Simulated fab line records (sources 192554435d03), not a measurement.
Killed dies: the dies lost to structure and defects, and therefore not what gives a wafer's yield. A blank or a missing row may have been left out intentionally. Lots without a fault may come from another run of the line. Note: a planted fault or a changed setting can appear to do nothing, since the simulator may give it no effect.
Which tool was responsible? | flow n5 finfet | Sampling: 24 lots, 72 wafers, 5 of 1938 route steps

== WHAT THE GAUGES READ, wafer by wafer ==
N5_GATE_CUT_INSPECT_26: inspects for defects (darkfield). Usual: 35 for raw defect count, sd 15.
lot  | measured     | on                | raw defect count | flag
L074 | day 4 19:07  | defect inspect-01 | 38 85 40         |
L075 | day 4 21:04  | defect inspect-01 | 49 46 34         |
L076 | day 5 04:32  | defect inspect-02 | 25 23 22         |
L077 | day 5 10:00  | defect inspect-02 | 25 26 25         |
L078 | day 5 14:14  | defect inspect-02 | 31 38 54         |
L079 | day 5 22:07  | defect inspect-02 | 17 12 15         |
L080 | day 6 07:01  | defect inspect-01 | 61 45 38         |
L081 | day 6 10:11  | defect inspect-01 | 19 30 41         |
L082 | day 6 15:10  | defect inspect-02 | 19 40 22         |
L083 | day 6 22:29  | defect inspect-01 | 48 68 36         |
L084 | day 7 05:30  | defect inspect-02 | 24 24 28         |
L085 | day 7 11:26  | defect inspect-02 | 14 17 20         |
L086 | day 7 17:56  | defect inspect-02 | 61 39 37         |
L087 | day 7 23:26  | defect inspect-01 | 50 84 39         |
L088 | day 8 04:41  | defect inspect-02 | 21 34 24         |
L089 | day 8 10:46  | defect inspect-02 | 49 39 32         |
L090 | day 8 15:13  | defect inspect-02 | 26 29 38         |
L091 | day 9 00:57  | defect inspect-02 | 43 25 48         |
L092 | day 9 04:07  | defect inspect-01 | 33 25 41         |
L093 | day 9 11:43  | defect inspect-01 | 54 26 22         |
L094 | day 9 15:39  | defect inspect-01 | 38 26 43         |
L095 | day 9 18:13  | defect inspect-02 | 18 34 30         |
L096 | day 10 05:58 | defect inspect-02 | 33 61 44         |
L097 | day 10 11:16 | defect inspect-01 | 29 19 35         |

N5_MOL_CONTACT_COAG_OVL_MEAS_85. Usual: for VG_OVL the level is 0.1 nm and the standard deviation is 0.84.
lot  | measured     | on         | VG_OVL (nm)    | flag
L074 | day 5 04:46  | overlay-02 | -0.1 0.2 -0.1  |
L075 | day 5 07:02  | overlay-01 | 0.1 1.3 1.8    |
L076 | day 5 16:22  | overlay-02 | 1.5 0.5 2.1    |
L077 | day 5 20:57  | overlay-02 | 0.0 0.4 -0.3   |
L078 | day 6 02:23  | overlay-02 | -0.1 -0.1 1.5  |
L079 | day 6 11:02  | overlay-02 | -0.8 0.9 0.2   |
L080 | day 6 20:11  | overlay-01 | 0.3 1.0 0.0    |
L081 | day 6 22:45  | overlay-02 | 0.2 1.4 0.4    |
L082 | day 7 00:38  | overlay-01 | 2.0 1.2 1.3    |
L083 | day 7 08:44  | overlay-02 | -0.2 -0.2 -1.8 |
L084 | day 7 15:35  | overlay-01 | -0.4 -0.8 -0.5 |
L085 | day 7 20:42  | overlay-01 | -1.0 -0.9 0.3  |
L086 | day 8 06:15  | overlay-01 | -0.8 -0.3 -1.1 |
L087 | day 8 08:32  | overlay-02 | 0.2 1.4 0.2    |
L088 | day 8 14:58  | overlay-02 | 0.8 0.8 0.8    |
L089 | day 9 00:52  | overlay-02 | 0.8 -0.2 0.6   |
L090 | day 9 03:37  | overlay-01 | -0.5 -0.6 -0.9 |
L091 | day 9 11:41  | overlay-02 | 0.3 -0.5 0.0   |
L092 | day 9 14:55  | overlay-01 | -1.8 -2.7 -0.8 |
L093 | day 9 20:50  | overlay-02 | -0.6 0.0 0.4   |
L094 | day 10 02:14 | overlay-02 | 0.6 0.9 1.3    |
L095 | day 10 04:12 | overlay-01 | 0.5 1.3 -0.3   |
L096 | day 10 17:49 | overlay-02 | -1.6 -0.4 -0.8 |
L097 | day 10 22:54 | overlay-02 | -0.1 -0.6 -0.4 |

== EACH LOT AND THE TOOL THAT RAN IT (in order: tool; ch and the chambers of the sampled wafers; start) ==
lot  | N5_MOL_CONTACT_COAG_CONTACT_ETCH_14 | N5_MOL_CONTACT_COAG_SPUTTER_143 | N5_MOL_CONTACT_COAG_CMP_28
L074 | rie diel-05 ch 0,3, day 4 19:43     | pvd sputter-01, day 4 21:47     | cmp-03 ch 1,2, day 5 03:33
L075 | rie diel-01 ch 0,2,3, day 4 21:41   | pvd sputter-01, day 5 01:20     | cmp-01 ch 1,3, day 5 05:52
L076 | rie diel-05 ch 0,2,3, day 5 05:25   | pvd sputter-03, day 5 08:23     | cmp-03 ch 0,2,3, day 5 15:02
L077 | rie diel-01 ch 1,2,3, day 5 10:47   | pvd sputter-03, day 5 12:43     | cmp-01 ch 0,3, day 5 19:45
L078 | rie diel-02 ch 0,3, day 5 14:57     | pvd sputter-01, day 5 18:46     | cmp-03 ch 0,1, day 6 01:14
L079 | rie diel-05 ch 0,1,2, day 5 23:13   | pvd sputter-03, day 6 02:49     | cmp-03 ch 0,2,3, day 6 09:49
L080 | rie diel-01 ch 0,2,3, day 6 07:50   | pvd sputter-02, day 6 10:46     | cmp-03 ch 1,2,3, day 6 18:31
L081 | rie diel-02 ch 2,3, day 6 10:56     | pvd sputter-02, day 6 16:10     | cmp-03 ch 1,2,3, day 6 21:31
L082 | rie diel-01 ch 2,3, day 6 16:04     | pvd sputter-02, day 6 18:25     | cmp-01 ch 0,1, day 6 23:04
L083 | rie diel-05 ch 0,2,3, day 6 23:13   | pvd sputter-01, day 7 03:10     | cmp-01 ch 0,2,3, day 7 07:32
L084 | rie diel-01 ch 1,2, day 7 06:06     | pvd sputter-02, day 7 09:41     | cmp-01 ch 1,2,3, day 7 14:18
L085 | rie diel-01 ch 0,2,3, day 7 12:10   | pvd sputter-02, day 7 13:48     | cmp-01 ch 0,2,3, day 7 19:23
L086 | rie diel-01 ch 1,2, day 7 18:32     | pvd sputter-02, day 7 21:02     | cmp-03 ch 1,2,3, day 8 04:07
L087 | rie diel-05 ch 2,3, day 8 00:02     | pvd sputter-03, day 8 02:21     | cmp-01 ch 0,2,3, day 8 07:20
L088 | rie diel-02 ch 0,1,3, day 8 05:25   | pvd sputter-03, day 8 07:59     | cmp-01 ch 0,2, day 8 13:49
L089 | rie diel-02 ch 0,1, day 8 11:53     | pvd sputter-03, day 8 14:15     | cmp-03 ch 1,2,3, day 8 22:09
L090 | rie diel-05 ch 0,3, day 8 15:49     | pvd sputter-01, day 8 20:20     | cmp-03 ch 0,3, day 9 02:23
L091 | rie diel-05 ch 0,2,3, day 9 01:34   | pvd sputter-02, day 9 05:16     | cmp-03 ch 0,3, day 9 10:21
L092 | rie diel-05 ch 0,2,3, day 9 04:43   | pvd sputter-01, day 9 08:31     | cmp-03 ch 1,2, day 9 13:22
L093 | rie diel-02 ch 1,2,3, day 9 12:19   | pvd sputter-02, day 9 14:10     | cmp-03 ch 0,2,3, day 9 19:35
L094 | rie diel-02 ch 2,3, day 9 16:23     | pvd sputter-03, day 9 19:42     | cmp-03 ch 0,2,3, day 10 01:02
L095 | rie diel-05 ch 1,2,3, day 9 18:59   | pvd sputter-01, day 9 20:47     | cmp-04 ch 0,1, day 10 03:00
L096 | rie diel-01 ch 0,1,2, day 10 06:55  | pvd sputter-03, day 10 09:37    | cmp-04 ch 0,2,3, day 10 15:54
L097 | rie diel-05 ch 0,1,2, day 10 11:52  | pvd sputter-01, day 10 13:39    | cmp-04 ch 0,1,3, day 10 21:12
- N5_MOL_CONTACT_COAG_CONTACT_ETCH_14: etches SiO2 in C4F6/O2, target depth 27.5 nm, overetch 8.5 nm, time 20 s.
- N5_MOL_CONTACT_COAG_SPUTTER_143: material Co, target thk 2.5 nm.
- N5_MOL_CONTACT_COAG_CMP_28: polishes, stops on SiNx, t overpolish 0.85 s, target thk 14.522 nm.

== AS READ BY THE TOOLS THEMSELVES (means over the sampled wafers that have a number; for cases with no such wafer, the mark the record gives instead) ==
N5_MOL_CONTACT_COAG_CONTACT_ETCH_14. Usual: bias w 185.0 W, standard deviation 0.62; drypump motor current A 5.9 A, standard deviation 0.56; mfc ar sccm 299.9 sccm, standard deviation 0.86; oes product au 0.66 a.u., standard deviation 0.07; rf vpp V 693 V, standard deviation 3.7; showerhead plenum p Torr 2.91 Torr, standard deviation 0.11; throttle valve pct 21.23 %, standard deviation 0.25.
lot  | tool        | bias w (W) | drypump motor current A (A) | mfc ar sccm (sccm) | oes product au (a.u.) | rf vpp V (V) | showerhead plenum p Torr (Torr) | throttle valve pct (%) | flag
L074 | rie diel-05 | 184.2      | 5.8                         | 299.6              | 0.61                  | 693          | 2.90                            | 21.45                  |
L075 | rie diel-01 | 185.1      | 5.6                         | 299.4              | 0.68                  | 690          | 2.84                            | 21.24                  |
L076 | rie diel-05 | 185.1      | 5.8                         | 299.8              | 0.61                  | 693          | 2.91                            | 21.43                  |
L077 | rie diel-01 | 184.7      | 5.4                         | 300.3              | 0.70                  | 692          | 2.88                            | 21.18                  |
L078 | rie diel-02 | 185.1      | 6.1                         | 298.9              | 0.75                  | 698          | 3.04                            | 21.20                  |
L079 | rie diel-05 | 185.1      | 5.9                         | 299.6              | 0.61                  | 695          | 2.94                            | 21.32                  |
L080 | rie diel-01 | 185.6      | 5.6                         | 299.4              | 0.67                  | 690          | 2.84                            | 21.25                  |
L081 | rie diel-02 | 185.4      | 5.8                         | 299.9              | 0.74                  | 695          | 2.96                            | 21.21                  |
L082 | rie diel-01 | 185.4      | 5.0                         | 300.2              | 0.70                  | 690          | 2.81                            | 21.13                  |
L083 | rie diel-05 | 184.7      | 5.8                         | 299.2              | 0.60                  | 694          | 2.90                            | 21.45                  |
L084 | rie diel-01 | 185.2      | 5.3                         | 300.6              | 0.65                  | 691          | 2.84                            | 21.24                  |
L085 | rie diel-01 | 184.9      | 5.6                         | 300.2              | 0.66                  | 691          | 2.83                            | 21.26                  |
L086 | rie diel-01 | 185.5      | 5.3                         | 299.4              | 0.64                  | 691          | 2.84                            | 21.25                  |
L087 | rie diel-05 | 184.7      | 5.8                         | 301.1              | 0.61                  | 693          | 2.91                            | 21.44                  |
L088 | rie diel-02 | 185.4      | 6.2                         | 300.3              | 0.72                  | 698          | 3.03                            | 21.06                  |
L089 | rie diel-02 | 184.5      | 6.4                         | 299.9              | 0.72                  | 698          | 3.02                            | 20.89                  |
L090 | rie diel-05 | 184.7      | 5.8                         | 299.3              | 0.58                  | 694          | 2.88                            | 21.49                  |
L091 | rie diel-05 | 184.7      | 5.8                         | 301.0              | 0.59                  | 692          | 2.89                            | 21.49                  |
L092 | rie diel-05 | 185.4      | 5.8                         | 300.3              | 0.60                  | 693          | 2.89                            | 21.46                  |
L093 | rie diel-02 | 184.5      | 6.0                         | 299.3              | 0.73                  | 697          | 2.99                            | 21.15                  |
L094 | rie diel-02 | 186.2      | 5.8                         | 299.4              | 0.70                  | 695          | 2.94                            | 21.24                  |
L095 | rie diel-05 | 184.7      | 6.1                         | 298.7              | 0.60                  | 692          | 2.85                            | 21.22                  |
L096 | rie diel-01 | 184.7      | 5.9                         | 300.3              | 0.63                  | 692          | 2.88                            | 21.36                  |
L097 | rie diel-05 | 184.5      | 5.9                         | 299.7              | 0.68                  | 694          | 2.92                            | 21.26                  |

N5_MOL_CONTACT_COAG_SPUTTER_143. Usual: 30.2 % for throttle valve pct, sd 1.
lot  | tool           | throttle valve pct (%) | flag
L074 | pvd sputter-01 | 30.5                   |
L075 | pvd sputter-01 | 30.5                   |
L076 | pvd sputter-03 | 30.8                   |
L077 | pvd sputter-03 | 29.9                   |
L078 | pvd sputter-01 | 29.9                   |
L079 | pvd sputter-03 | 30.3                   |
L080 | pvd sputter-02 | 29.7                   |
L081 | pvd sputter-02 | 31.0                   |
L082 | pvd sputter-02 | 31.0                   |
L083 | pvd sputter-01 | 30.4                   |
L084 | pvd sputter-02 | 28.7                   |
L085 | pvd sputter-02 | 30.4                   |
L086 | pvd sputter-02 | 29.7                   |
L087 | pvd sputter-03 | 30.2                   |
L088 | pvd sputter-03 | 30.6                   |
L089 | pvd sputter-03 | 29.9                   |
L090 | pvd sputter-01 | 30.4                   |
L091 | pvd sputter-02 | 29.1                   |
L092 | pvd sputter-01 | 29.9                   |
L093 | pvd sputter-02 | 30.6                   |
L094 | pvd sputter-03 | 30.3                   |
L095 | pvd sputter-01 | 29.7                   |
L096 | pvd sputter-03 | 31.4                   |
L097 | pvd sputter-01 | 30.2                   |

N5_MOL_CONTACT_COAG_CMP_28. Usual: motor current A 12.9 A, standard deviation 1.2; time to endpoint s 4.9 s, standard deviation 2.3.
lot  | tool   | motor current A (A) | time to endpoint s (s) | flag
L074 | cmp-03 | 13.6                | 1.9                    |
L075 | cmp-01 | 12.5                | 6.1                    |
L076 | cmp-03 | 12.9                | 6.6                    |
L077 | cmp-01 | 12.3                | 6.6                    |
L078 | cmp-03 | 12.0                | 5.7                    |
L079 | cmp-03 | 12.5                | 4.4                    |
L080 | cmp-03 | 13.5                | 4.3                    |
L081 | cmp-03 | 13.5                | 2.4                    |
L082 | cmp-01 | 12.6                | 4.6                    |
L083 | cmp-01 | 12.5                | 5.3                    |
L084 | cmp-01 | 12.7                | 6.6                    |
L085 | cmp-01 | 11.9                | 7.0                    |
L086 | cmp-03 | 13.7                | 5.3                    |
L087 | cmp-01 | 12.6                | 5.2                    |
L088 | cmp-01 | 12.3                | 5.7                    |
L089 | cmp-03 | 13.8                | 4.1                    |
L090 | cmp-03 | 13.1                | 4.5                    |
L091 | cmp-03 | 13.1                | 4.6                    |
L092 | cmp-03 | 13.1                | 6.7                    |
L093 | cmp-03 | 12.5                | 5.9                    |
L094 | cmp-03 | 12.8                | 5.2                    |
L095 | cmp-04 | 12.4                | 2.7                    |
L096 | cmp-04 | 13.3                | 2.2                    |
L097 | cmp-04 | 13.6                | 5.1                    |

== THE ANSWER, worked out from the rows above alone ==
Rule: a lot is off if the mean of its wafers that have a number lies more than 3 standard deviations from the usual mean. A lot without any number at a reading at which 4 lots or more have one is off too. The other lots that the step has rows for count as sound. First the gauges in route order, then the tools' own readings, where a lot's mean is used as printed above. The first step at which some lot is off is used, and at that step the reading that is off furthest; a lot without a number counts as furthest.
Nothing can be told from this: no lot is off at any reading shown.

== WHAT THE SIMULATOR PUT IN ==
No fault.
